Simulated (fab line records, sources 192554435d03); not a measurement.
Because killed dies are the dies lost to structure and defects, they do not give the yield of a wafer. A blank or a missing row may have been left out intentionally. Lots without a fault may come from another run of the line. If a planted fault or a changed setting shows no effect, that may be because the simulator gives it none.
One fault seen from 3 desks + flow n5_finfet + every desk sees just its own numbers, and what lay behind them comes last

## AT THE TOOL OWNER'S DESK: cvd_co-01
The tool's own readings at N5_BEOL_M3_CO_CAP_55 (material Co, precursor CCTBA/H2, target thk 2 nm, time 102.1 s): means of the sampled wafers that have a number, for each lot that ran on this tool. A lot is out of limits, marked OUT, if its mean lies more than 4 standard deviations from the usual mean; the brackets give that distance.
Columns: A = heater_power_w at N5_BEOL_M3_CO_CAP_55, usual 245 W
| lot  | first seen here | A   |
|------|-----------------|-----|
| L935 | day 10 01:10    | 243 |
| L936 | day 10 01:32    | 247 |
| L939 | day 10 17:52    | 241 |
| L940 | day 10 18:22    | 245 |
| L946 | day 13 04:38    | 246 |
| L948 | day 13 09:39    | 247 |
| L952 | day 14 05:13    | 248 |
This desk found nothing out of limits on any of the 7 lots.

## THE DEFECT DESK
Lot by lot, what the route's inspections counted, given as the mean of those sampled wafers with a number. A lot is out of limits, marked OUT, if its mean lies more than 4 standard deviations from the usual mean; the brackets give that distance.
Columns: A = raw_defect_count at N5_BEOL_M3_INSPECT_59, usual 70; B = raw_defect_count at N5_BEOL_M4_INSPECT_13, usual 424; C = raw_defect_count at N5_BEOL_M4_INSPECT_30, usual 420
| lot  | first seen here | A             | B              | C               |
|------|-----------------|---------------|----------------|-----------------|
| L935 | day 10 01:23    | 70            | 449            | 435             |
| L936 | day 10 01:44    | 48            | 388            | 414             |
| L939 | day 10 18:04    | 79            | 359            | 396             |
| L940 | day 10 18:34    | 68            | 565            | 510             |
| L944 | day 11 11:18    | 79            | 443            | 445             |
| L946 | day 13 04:51    | 66            | 293            | 291             |
| L948 | day 13 09:52    | 610 (+23) OUT | 996 (+5.2) OUT | 1031 (+5.6) OUT |
| L952 | day 14 05:28    | 627 (+24) OUT | 966 (+4.9) OUT | 978 (+5.1) OUT  |
| L938 | day 14 07:02    | 93            | 434            | 450             |
This desk's verdict: out of limits on L948, L952, starting with L948 at day 13 09:52 (raw_defect_count at N5_BEOL_M3_INSPECT_59). L935, L936, L939, L940, L944, L946, L938: within limits.

## FROM THE METROLOGY DESK
Means of the sampled wafers that have a number, per lot and without regard to the tool the lot ran on: this is what the gauges read. A lot is out of limits, marked OUT, if its mean lies more than 4 standard deviations from the usual mean; the brackets give that distance. Of its 10 readings 7 are shown: those that lie furthest out on some lot.
Columns: A = DIBL_P at N5_BEOL_M4_RC_MEAS_101, usual 36.2 mV/V; B = IOFF_P at N5_BEOL_M4_RC_MEAS_101, usual 0.21 nA/um; C = ION_N at N5_BEOL_M4_RC_MEAS_101, usual 674 uA/um; D = ION_P at N5_BEOL_M4_RC_MEAS_101, usual 463 uA/um; E = SS_N at N5_BEOL_M4_RC_MEAS_101, usual 71.4 mV/dec; F = VT_N at N5_BEOL_M4_RC_MEAS_101, usual 250.0 mV; G = VT_P at N5_BEOL_M4_RC_MEAS_101, usual -251 mV
| lot  | first seen here | A    | B    | C   | D   | E    | F     | G    |
|------|-----------------|------|------|-----|-----|------|-------|------|
| L935 | day 11 09:54    | 35.9 | 0.19 | 677 | 458 | 71.2 | 250.7 | -252 |
| L936 | day 11 12:30    | 34.4 | 0.20 | 673 | 465 | 71.6 | 250.1 | -251 |
| L939 | day 12 01:49    | 35.5 | 0.20 | 677 | 468 | 71.4 | 249.3 | -250 |
| L940 | day 12 05:06    | 37.5 | 0.19 | 671 | 461 | 71.8 | 249.8 | -253 |
| L944 | day 13 01:10    | 36.2 | 0.20 | 679 | 465 | 71.1 | 250.1 | -250 |
| L948 | day 13 23:57    | 35.7 | 0.25 | 676 | 470 | 71.9 | 246.4 | -245 |
| L946 | day 14 03:13    | 36.7 | 0.25 | 682 | 472 | 71.5 | 247.2 | -246 |
| L952 | day 14 15:31    | 36.6 | 0.24 | 681 | 474 | 72.1 | 251.0 | -246 |
| L938 | day 15 11:17    | 36.5 | 0.19 | 666 | 454 | 71.6 | 251.0 | -253 |
This desk found nothing out of limits on any of the 9 lots.

## PUT TOGETHER
The defect desk could have raised an alarm at day 13 09:52, on L948, L952.
Nothing out of limits was seen by the tool owner's desk.
The metrology desk saw nothing out of limits.
The tool owner's desk has L948, L952 on record, within its limits.
The metrology desk holds a record of L948, L952, inside its limits.
All the named lots went through N5_BEOL_M3_CO_CAP_55 on cvd_co-01.

## WHAT WAS PUT IN BY THE SIMULATOR
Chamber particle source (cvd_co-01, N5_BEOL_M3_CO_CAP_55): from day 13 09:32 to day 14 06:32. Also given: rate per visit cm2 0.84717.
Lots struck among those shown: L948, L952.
Hours from the fault's start to each desk's first reading out of limits: the defect desk, 0.
